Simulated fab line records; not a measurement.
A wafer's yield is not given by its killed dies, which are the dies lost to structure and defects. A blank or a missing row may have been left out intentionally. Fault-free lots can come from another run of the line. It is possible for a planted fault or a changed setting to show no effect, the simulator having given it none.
Which tool is to blame?	flow n5Finfet	24 lots, 72 wafers sampled, at 5 steps of a route of 1938

== WHAT THE GAUGES SHOWED, per wafer ==
N5_FIN_SAQP_CD_MEAS_31: the cd target is 8 nm. Usual: cdNm reads 8.10 nm (standard deviation 0.22).
lot	measured	on	cdNm (nm)	flag
L074	day 2 01:08	cdSem-03	7.80 7.70 8.43	
L075	day 2 09:04	cdSem-01	8.12 7.97 8.30	
L076	day 2 13:35	cdSem-01	8.62 7.99 8.07	
L077	day 2 20:30	cdSem-03	8.19 8.07 8.11	
L078	day 3 01:32	cdSem-02	8.05 7.91 7.97	
L079	day 3 08:04	cdSem-01	8.07 7.91 7.93	
L080	day 3 15:21	cdSem-02	8.06 8.32 8.51	
L081	day 3 20:03	cdSem-01	8.37 8.13 7.83	
L082	day 4 01:55	cdSem-03	7.81 7.94 7.98	
L083	day 4 08:44	cdSem-03	8.27 8.44 8.04	
L084	day 4 14:42	cdSem-03	8.04 7.94 7.81	
L085	day 4 21:41	cdSem-02	7.98 8.10 8.27	
L086	day 5 04:01	cdSem-03	8.27 8.23 8.22	
L087	day 5 10:48	cdSem-03	8.29 8.29 7.77	
L088	day 5 17:33	cdSem-02	8.02 8.44 8.07	
L089	day 5 23:13	cdSem-03	7.94 7.85 8.29	
L090	day 6 04:07	cdSem-03	7.96 8.40 8.38	
L091	day 6 10:14	cdSem-03	8.27 7.99 8.26	
L092	day 6 15:40	cdSem-01	8.05 7.90 8.37	
L093	day 6 21:10	cdSem-03	8.25 8.39 8.34	
L094	day 7 02:20	cdSem-03	7.87 8.30 8.20	
L095	day 7 09:17	cdSem-01	7.91 8.27 7.78	
L096	day 7 14:20	cdSem-01	7.95 8.10 8.39	
L097	day 7 19:36	cdSem-02	8.20 7.95 7.85	

N5_STI_FIN_REVEAL_CD_MEAS_22: target cd 6.238 nm, pitch 28 nm. Usual: cdNm reads 6.28 nm (standard deviation 0.24).
lot	measured	on	cdNm (nm)	flag
L074	day 2 11:43	cdSem-02	6.53 6.50 6.43	
L075	day 2 20:23	cdSem-01	6.49 6.20 6.70	
L076	day 3 01:22	cdSem-02	6.41 6.20 5.93	
L077	day 3 07:04	cdSem-03	6.26 6.11 6.38	
L078	day 3 12:21	cdSem-03	6.25 6.39 6.11	
L079	day 3 20:29	cdSem-01	6.41 6.39 6.40	
L080	day 4 02:44	cdSem-02	6.42 6.18 6.41	
L081	day 4 07:28	cdSem-03	6.36 6.53 6.24	
L082	day 4 12:39	cdSem-03	6.26 6.05 6.39	
L083	day 4 19:53	cdSem-01	6.30 6.67 6.50	
L084	day 5 02:16	cdSem-02	6.22 5.97 6.08	
L085	day 5 09:14	cdSem-01	6.05 6.33 6.06	
L086	day 5 14:44	cdSem-02	6.52 6.54 6.46	
L087	day 5 23:14	cdSem-01	6.10 6.33 6.22	
L088	day 6 04:29	cdSem-03	6.42 6.21 6.18	
L089	day 6 10:38	cdSem-02	6.31 6.25 5.99	
L090	day 6 15:25	cdSem-03	6.34 6.62 6.46	
L091	day 6 21:20	cdSem-02	6.48 6.55 6.07	
L092	day 7 02:14	cdSem-02	6.26 6.09 6.20	
L093	day 7 08:05	cdSem-02	6.07 6.30 6.34	
L094	day 7 13:23	cdSem-02	6.67 5.98 6.05	
L095	day 7 20:01	cdSem-03	6.35 6.06 6.87	
L096	day 8 01:23	cdSem-03	6.18 6.20 5.98	
L097	day 8 06:37	cdSem-01	6.42 5.85 5.98	

== EACH LOT AND THE TOOL THAT RAN IT (in order: tool; ch and the chambers of the sampled wafers; start) ==
lot	N5_FIN_SAQP_HM_OPEN_33	N5_FIN_CUT_ETCH_30	N5_STI_FIN_REVEAL_CMP_04
L074	rieDiel-04 ch 0,1,3, day 2 01:10	rieDiel-02 ch 1,2, day 2 02:10	cmp-01 ch 2,3, day 2 08:10
L075	rieDiel-04 ch 0,2, day 2 09:10	rieDiel-02 ch 0,1,2, day 2 10:17	cmp-02 ch 0,2, day 2 16:56
L076	rieDiel-05 ch 0,2,3, day 2 13:38	rieDiel-06 ch 1,2,3, day 2 14:56	cmp-03 ch 0,3, day 2 21:53
L077	rieDiel-05 ch 0,1,3, day 2 20:33	rieDiel-06 ch 0,2,3, day 2 21:35	cmp-02 ch 1,2, day 3 03:38
L078	rieDiel-05 ch 0,3, day 3 01:35	rieDiel-06 ch 1,2, day 3 02:35	cmp-03 ch 1,2,3, day 3 08:36
L079	rieDiel-04 ch 0,1,2, day 3 08:07	rieDiel-03 ch 0,1, day 3 09:07	cmp-02 ch 0,1,2, day 3 15:15
L080	rieDiel-01 ch 1,2, day 3 15:27	rieDiel-03 ch 0,2, day 3 17:07	cmp-03 ch 0,1, day 3 23:15
L081	rieDiel-01 ch 0,2,3, day 3 20:05	rieDiel-02 ch 0,1,3, day 3 21:16	cmp-03 ch 1,2,3, day 4 03:58
L082	rieDiel-04 ch 0,2, day 4 01:58	rieDiel-03 ch 0,1, day 4 03:05	cmp-01 ch 0,1,2, day 4 09:06
L083	rieDiel-05 ch 0,2,3, day 4 08:47	rieDiel-06 ch 2,3, day 4 09:56	cmp-01 ch 1,3, day 4 15:59
L084	rieDiel-01 ch 0,3, day 4 15:11	rieDiel-06 ch 2,3, day 4 16:20	cmp-03 ch 0,2,3, day 4 22:45
L085	rieDiel-04 ch 0,1, day 4 21:44	rieDiel-03 ch 2,3, day 4 23:45	cmp-01 ch 1,2,3, day 5 05:46
L086	rieDiel-04 ch 0,1, day 5 04:03	rieDiel-06 ch 0,2,3, day 5 05:04	cmp-01 ch 0,1,3, day 5 11:09
L087	rieDiel-04 ch 1,2, day 5 10:54	rieDiel-02 ch 0,1, day 5 11:55	cmp-01 ch 0,2,3, day 5 19:44
L088	rieDiel-04 ch 0,3, day 5 17:38	rieDiel-06 ch 0,3, day 5 18:59	cmp-03 ch 1,3, day 6 00:59
L089	rieDiel-01 ch 1,2,3, day 5 23:26	rieDiel-03 ch 1,2,3, day 6 00:34	cmp-01 ch 0,1,3, day 6 07:11
L090	rieDiel-04 ch 0,1,2, day 6 04:09	rieDiel-06 ch 0,2,3, day 6 05:56	cmp-03 ch 0,2,3, day 6 11:58
L091	rieDiel-01 ch 1,2, day 6 10:17	rieDiel-06 ch 1,2,3, day 6 11:20	cmp-02 ch 1,3, day 6 17:44
L092	rieDiel-01 ch 2,3, day 6 15:43	rieDiel-06 ch 0,1,2, day 6 16:43	cmp-01 ch 0,1,2, day 6 22:48
L093	rieDiel-01 ch 2,3, day 6 21:12	rieDiel-03 ch 0,1, day 6 22:33	cmp-02 ch 1,2,3, day 7 04:40
L094	rieDiel-04 ch 0,1,3, day 7 02:28	rieDiel-06 ch 0,2,3, day 7 03:28	cmp-03 ch 0,1,2, day 7 09:38
L095	rieDiel-05 ch 0,1, day 7 09:20	rieDiel-06 ch 0,2,3, day 7 10:20	cmp-02 ch 1,2,3, day 7 16:31
L096	rieDiel-04 ch 0,2, day 7 14:30	rieDiel-03 ch 0,1,2, day 7 15:41	cmp-02 ch 0,3, day 7 21:53
L097	rieDiel-05 ch 1,2,3, day 7 19:46	rieDiel-03 ch 1,2, day 7 20:54	cmp-03 ch 0,1,2, day 8 03:08
- N5_FIN_SAQP_HM_OPEN_33: chemistry CH3F/O2, target SiNx, target depth 49.4 nm, time 70.6 s.
- N5_FIN_CUT_ETCH_30: etches underlayer in N2/H2, target depth 13 nm, time 10.4 s.
- N5_STI_FIN_REVEAL_CMP_04: polishes, stops on Si3N4, t overpolish 4 s, target thk 131.83 nm.

== AS READ BY THE TOOLS THEMSELVES (means over the sampled wafers that have a number; for cases with no such wafer, the mark the record gives instead) ==
N5_FIN_SAQP_HM_OPEN_33. Usual: drypumpMotorCurrentA 5.9 A, standard deviation 0.5; etchRfOnTimeS 69.6 s, standard deviation 1.2; oesProductAu 0.67 a.u., standard deviation 0.063; rfVppV 297.6 V, standard deviation 2.3; showerheadPlenumPTorr 2.01 Torr, standard deviation 0.069; throttleValvePct 16.32 %, standard deviation 0.17.
lot	tool	drypumpMotorCurrentA (A)	etchRfOnTimeS (s)	oesProductAu (a.u.)	rfVppV (V)	showerheadPlenumPTorr (Torr)	throttleValvePct (%)	flag
L074	rieDiel-04	6.0	68.2	0.68	297.7	2.01	16.21	
L075	rieDiel-04	6.0	70.2	0.62	294.7	2.02	16.10	
L076	rieDiel-05	5.9	69.9	0.73	298.2	2.03	16.23	
L077	rieDiel-05	5.8	69.6	0.69	299.8	2.05	16.29	
L078	rieDiel-05	5.6	69.4	0.75	298.0	2.01	16.18	
L079	rieDiel-04	6.0	69.7	0.65	296.3	2.00	16.23	
L080	rieDiel-01	6.6	69.8	0.73	299.8	2.03	16.48	
L081	rieDiel-01	5.7	69.6	0.68	297.1	1.98	16.42	
L082	rieDiel-04	6.3	69.9	0.61	296.3	1.95	16.12	
L083	rieDiel-05	5.9	70.1	0.71	298.4	2.03	16.27	
L084	rieDiel-01	5.2	68.2	0.68	295.8	1.95	16.46	
L085	rieDiel-04	6.3	69.9	0.64	297.4	1.94	16.25	
L086	rieDiel-04	6.0	69.5	0.67	297.2	1.97	16.38	
L087	rieDiel-04	5.7	68.1	0.67	296.4	2.03	16.39	
L088	rieDiel-04	6.0	69.5	0.62	298.0	2.03	16.16	
L089	rieDiel-01	6.1	68.6	0.67	298.3	1.98	16.45	
L090	rieDiel-04	6.0	69.0	0.63	297.3	1.99	16.28	
L091	rieDiel-01	6.6	69.3	0.67	298.7	2.01	16.43	
L092	rieDiel-01	6.1	70.9	0.61	297.4	1.96	16.38	
L093	rieDiel-01	5.6	70.0	0.61	295.4	1.93	16.41	
L094	rieDiel-04	6.0	70.0	0.63	297.8	1.99	16.30	
L095	rieDiel-05	5.8	70.6	0.67	299.7	1.98	16.27	
L096	rieDiel-04	6.0	69.0	0.58	294.2	2.00	16.20	
L097	rieDiel-05	6.1	70.1	0.63	300.1	2.06	16.44	

N5_FIN_CUT_ETCH_30. Usual: drypumpMotorCurrentA 5.9 A (standard deviation 0.43); etchRfOnTimeS 10.46 s (standard deviation 0.16); n2FlowSccm 200.0 sccm (standard deviation 0.61); oesProductAu 0.68 a.u. (standard deviation 0.09); rfVppV 525.0 V (standard deviation 2.5); showerheadPlenumPTorr 2.58 Torr (standard deviation 0.086); throttleValvePct 17.85 % (standard deviation 0.27).
lot	tool	drypumpMotorCurrentA (A)	etchRfOnTimeS (s)	n2FlowSccm (sccm)	oesProductAu (a.u.)	rfVppV (V)	showerheadPlenumPTorr (Torr)	throttleValvePct (%)	flag
L074	rieDiel-02	6.2	10.40	200.5	0.67	523.9	2.52	17.92	
L075	rieDiel-02	6.1	10.35	199.4	0.71	525.9	2.60	17.67	
L076	rieDiel-06	5.7	10.41	200.2	0.65	527.1	2.63	17.83	
L077	rieDiel-06	5.7	10.61	200.9	0.65	525.7	2.61	17.89	
L078	rieDiel-06	5.5	10.51	200.2	0.57	525.7	2.60	17.99	
L079	rieDiel-03	6.4	10.47	199.8	0.61	523.7	2.56	18.11	
L080	rieDiel-03	6.2	10.57	199.8	0.61	522.9	2.50	18.08	
L081	rieDiel-02	6.0	10.43	199.7	0.67	526.0	2.59	17.63	
L082	rieDiel-03	6.4	10.45	199.8	0.61	524.3	2.56	18.14	
L083	rieDiel-06	5.4	10.31	200.1	0.80	526.2	2.63	17.67	
L084	rieDiel-06	5.5	10.51	200.0	0.79	526.5	2.62	17.67	
L085	rieDiel-03	5.4	10.72	200.2	0.61	522.9	2.50	18.11	
L086	rieDiel-06	5.7	10.53	200.4	0.71	525.9	2.60	17.77	
L087	rieDiel-02	6.2	10.28	199.5	0.69	527.7	2.67	17.46	
L088	rieDiel-06	5.9	10.56	200.3	0.63	525.1	2.57	17.88	
L089	rieDiel-03	5.5	10.62	200.9	0.63	524.5	2.54	18.14	
L090	rieDiel-06	5.7	10.55	199.9	0.69	525.3	2.60	17.80	
L091	rieDiel-06	5.7	10.29	200.1	0.78	526.0	2.62	17.61	
L092	rieDiel-06	5.8	10.28	200.3	0.73	524.9	2.56	17.72	
L093	rieDiel-03	6.4	10.42	200.0	0.74	523.8	2.55	17.88	
L094	rieDiel-06	5.7	10.44	199.7	0.69	525.6	2.59	17.81	
L095	rieDiel-06	5.7	10.57	200.3	0.68	525.9	2.59	17.81	
L096	rieDiel-03	5.9	10.46	199.5	0.69	524.2	2.54	18.01	
L097	rieDiel-03	5.5	10.66	200.6	0.64	522.4	2.52	18.12	

N5_STI_FIN_REVEAL_CMP_04. Usual: motorCurrentA 8.4 A, standard deviation 0.84; overpolishRunS 4.000 s, standard deviation 0.0089; platenRpm 54.18 rpm, standard deviation 0.037; timeToEndpointS 103 s, standard deviation 4.8.
lot	tool	motorCurrentA (A)	overpolishRunS (s)	platenRpm (rpm)	timeToEndpointS (s)	flag
L074	cmp-01	8.2	4.001	54.15	106	
L075	cmp-02	7.9	3.989	54.20	105	
L076	cmp-03	8.3	3.989	54.23	97	
L077	cmp-02	8.0	3.999	54.18	102	
L078	cmp-03	8.4	4.003	54.14	97	
L079	cmp-02	8.1	4.003	54.18	101	
L080	cmp-03	8.1	4.000	54.19	102	
L081	cmp-03	8.1	4.000	54.15	101	
L082	cmp-01	9.4	4.005	54.21	104	
L083	cmp-01	8.6	4.000	54.20	107	
L084	cmp-03	8.3	4.000	54.18	99	
L085	cmp-01	8.9	4.004	54.17	104	
L086	cmp-01	8.9	3.995	54.20	109	
L087	cmp-01	8.2	4.000	54.19	109	
L088	cmp-03	8.8	3.994	54.16	95	
L089	cmp-01	9.0	3.999	54.18	110	
L090	cmp-03	8.5	3.996	54.19	97	
L091	cmp-02	8.3	4.000	54.18	103	
L092	cmp-01	9.5	4.003	54.19	107	
L093	cmp-02	7.7	4.001	54.17	103	
L094	cmp-03	8.1	4.005	54.17	100	
L095	cmp-02	8.0	4.006	54.16	106	
L096	cmp-02	8.4	3.990	54.13	109	
L097	cmp-03	8.1	4.005	54.21	100	

== THE ANSWER, worked out from the rows above alone ==
Rule: take the mean of a lot's wafers that have a number; if it is more than 3 standard deviations from the usual mean, the lot is off. Also off: a lot with no number at a reading for which 4 or more lots have one. All remaining lots with rows at the step are treated as sound. Order of review: gauges by route order, followed by the tools' own readings, for which a lot's mean as printed above is used. At the first step where some lot is off, the reading lying furthest off is the one used; lots without a number count as furthest.
No lot is off on any of the readings shown, so nothing can be concluded from this.

== WHAT THE SIMULATOR HAD INSERTED ==
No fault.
